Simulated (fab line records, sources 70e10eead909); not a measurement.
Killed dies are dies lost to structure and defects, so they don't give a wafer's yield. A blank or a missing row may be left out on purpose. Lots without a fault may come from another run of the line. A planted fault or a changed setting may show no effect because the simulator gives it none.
One fault seen from 2 desks | flow nand_harc | each desk has only its own numbers; what lay behind them comes last

THE TOOL OWNER'S DESK: rie_diel-12
The tool's own readings at NHARC_A_BONDPAD_ETCH_24 (etches the open film in CF4/N2, target depth 30 nm, time 72.99 s): means of the sampled wafers that have a number, for each lot that ran on this tool. A lot is out of limits, marked OUT, if its mean lies more than 4 standard deviations from the usual mean; the brackets give that distance.
Columns: A = cf4_flow_sccm at NHARC_A_BONDPAD_ETCH_24, usual 49.99 sccm; B = drypump_motor_current_A at NHARC_A_BONDPAD_ETCH_24, usual 5.7 A; C = oes_product_au at NHARC_A_BONDPAD_ETCH_24, usual 0.996 a.u.; D = rf_vpp_V at NHARC_A_BONDPAD_ETCH_24, usual 313.4 V; E = showerhead_plenum_p_Torr at NHARC_A_BONDPAD_ETCH_24, usual 2.58 Torr; F = throttle_valve_pct at NHARC_A_BONDPAD_ETCH_24, usual 19.794 %
lot  | first seen here | A     | B   | C     | D     | E    | F
L122 | day 25 04:25    | 49.83 | 5.7 | 0.993 | 312.9 | 2.56 | 19.799
L132 | day 28 11:31    | 49.93 | 5.6 | 1.000 | 313.3 | 2.56 | 19.796
L133 | day 29 03:27    | 50.05 | 5.8 | 1.005 | 311.9 | 2.51 | 19.802
L135 | day 30 14:10    | 49.85 | 5.7 | 0.987 | 314.1 | 2.62 | 19.791
L136 | day 31 01:14    | 50.04 | 5.6 | 0.998 | 313.1 | 2.60 | 19.795
L139 | day 32 01:49    | 49.87 | 6.1 | 0.996 | 312.7 | 2.56 | 19.793
This desk's finding: nothing out of limits on any of the 6 lots.

THE METROLOGY DESK
What the gauges read, lot by lot, whatever tool the lot ran on: means of the sampled wafers that have a number. A lot is out of limits, marked OUT, if its mean lies more than 4 standard deviations from the usual mean; the brackets give that distance.
Columns: A = cd_nm at NHARC_THIN_TSV_CD_MEAS_16, usual 1000.4 nm
lot  | first seen here | A
L118 | day 24 01:16    | 1001.5
L122 | day 25 19:45    | 999.3
L132 | day 29 03:13    | 1000.2
L130 | day 29 04:22    | 998.9
L133 | day 29 21:53    | 1000.1
L135 | day 31 05:08    | 998.8
L131 | day 31 08:53    | 1001.1
L136 | day 32 03:37    | 999.9
L138 | day 32 14:23    | 1002.7
L139 | day 32 17:20    | 1000.7
L137 | day 33 07:49    | 999.7
This desk's finding: nothing out of limits on any of the 11 lots.

PUT TOGETHER
The tool owner's desk saw nothing out of limits.
The metrology desk saw nothing out of limits.

WHAT THE SIMULATOR HAD PUT IN
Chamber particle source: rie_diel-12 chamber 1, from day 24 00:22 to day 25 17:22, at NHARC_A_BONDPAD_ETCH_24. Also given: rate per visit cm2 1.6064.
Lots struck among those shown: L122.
